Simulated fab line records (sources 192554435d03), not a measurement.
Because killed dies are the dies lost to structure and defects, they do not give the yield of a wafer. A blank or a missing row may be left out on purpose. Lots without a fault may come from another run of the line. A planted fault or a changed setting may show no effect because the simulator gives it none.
8D (eight disciplines) problem report, filled in by code    flow n5-finfet    the parts of the form that need people (team, actions taken, sign-off) are left out

== 1. WHAT WENT WRONG ==
cd-nm at N5_FIN_SAQP_CD_MEAS_16 reads a mean of 30.8 nm on 1 wafer of 1 lot; wafers without a fault read 35.6 nm with a standard deviation of 0.51. Relative to the usual mean, that is a shift of -9.4 standard deviations.
The step: target cd 35.6 nm.
Earliest sighting: wafer L255.1 on cd-sem-02 at day 5 05:32. The record has a number at this step for 29 wafers belonging to 10 lots. The rule behind "out" and "out of limits": a value lying over 4 standard deviations away from the usual mean. Any other wafer with a number is counted as sound.

== 2. WHAT IT IS, AND WHAT IT ISN'T ==
question                     is                is not
which readings at this step  cd-nm             -
which lots                   L255              L242, L244, L246, L251, L257, L259, L260, L264, L265
which wafers of those lots   L255.1            L255.5
read on which gauges         cd-sem-02         cd-sem-01, cd-sem-03
when                         from day 5 05:32  up to then (13 sound wafers); but 15 sound wafers of L257, L259, L260, L264, L265 came after

== 3. SUSPECTS, AND WHAT RULES EACH OUT ==
Counting: if a tool at a process step up to the reading ran every lot that is out, it stays a suspect. Sound lots after the first of them don't rule it out here, since some wafers of a struck lot are sound.
- the gauge at N5_FIN_SAQP_CD_MEAS_16: kept. All the wafers that are out were read on cd-sem-02, and no step on other tools shows them out.
- pecvd-01 at N5_FIN_SAQP_PECVD_48 (deposits SiNx from SiH4/NH3/N2, target thk 25 nm, time 22.1 s): kept. The lot that is out, L255, ran on it at day 5 05:02; the last sound lot it ran before that was L246, at day 2 20:58.
- pecvd-01 at N5_FIN_SAQP_HM_DEP_72 (deposits SiO2 from SiH4/N2O, target thk 12 nm, time 7.2 s): kept. The lot that is out, L255, ran on it at day 5 05:13; the last sound lot it ran before that was L251, at day 4 04:28.
- arfi-scanner-02 at N5_FIN_SAQP_EXPOSE_13 (exposes mask FIN CORE, target cd 35.6 nm): kept. The lot that is out, L255, ran on it at day 5 05:24; the last sound lot it ran before that was L246, at day 2 21:29.
- The sound lot-mates ran in chamber 2 of pecvd-01 at N5_FIN_SAQP_HM_DEP_72, but the wafers that are out ran in chamber 1.
Left after counting: pecvd-01 at N5_FIN_SAQP_PECVD_48, pecvd-01 at N5_FIN_SAQP_HM_DEP_72, arfi-scanner-02 at N5_FIN_SAQP_EXPOSE_13, cd-sem-02 at N5_FIN_SAQP_CD_MEAS_16.

== 4. THE CAUSE (what the simulator had put in) ==
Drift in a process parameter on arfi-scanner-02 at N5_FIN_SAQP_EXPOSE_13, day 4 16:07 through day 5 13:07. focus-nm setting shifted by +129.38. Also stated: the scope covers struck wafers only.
4 suspects survive the count, and this tool is in that group.

== 5. THE EFFECT CHAIN, in route order ==
Rows list readings where the struck wafers' mean (over those with a number) sits beyond 3 standard deviations from the usual. Only readings for which the record gives a usual standard deviation are gone through. hours: the time from each lot's start at the first step in this table that gives one to its start at this step, as a median over the lots. sigmas: the change in usual standard deviations.
hours  step                    reading  usual    on struck wafers  change  sigmas
0      N5_FIN_SAQP_CD_MEAS_16  cd-nm    35.6 nm  30.8              -4.8    -9.4
Later steps that measure or inspect, where all struck wafers having a row at the step show a number for every such reading and not one has moved that far: N5_FIN_SAQP_OVL_MEAS_17, N5_BEOL_M4_RC_MEAS_101.

== 6. HOW IT WOULD HAVE BEEN CAUGHT EARLIER ==
The first out-of-limits reading at a measuring or inspecting step in this record came at day 5 05:32, 13 hours after the fault's start at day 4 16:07.
Each of the lots that are out, 1 in all, had begun N5_FIN_SAQP_EXPOSE_13 on arfi-scanner-02 no later than day 5 05:32. Holding the tool at that point would not have protected any of them.
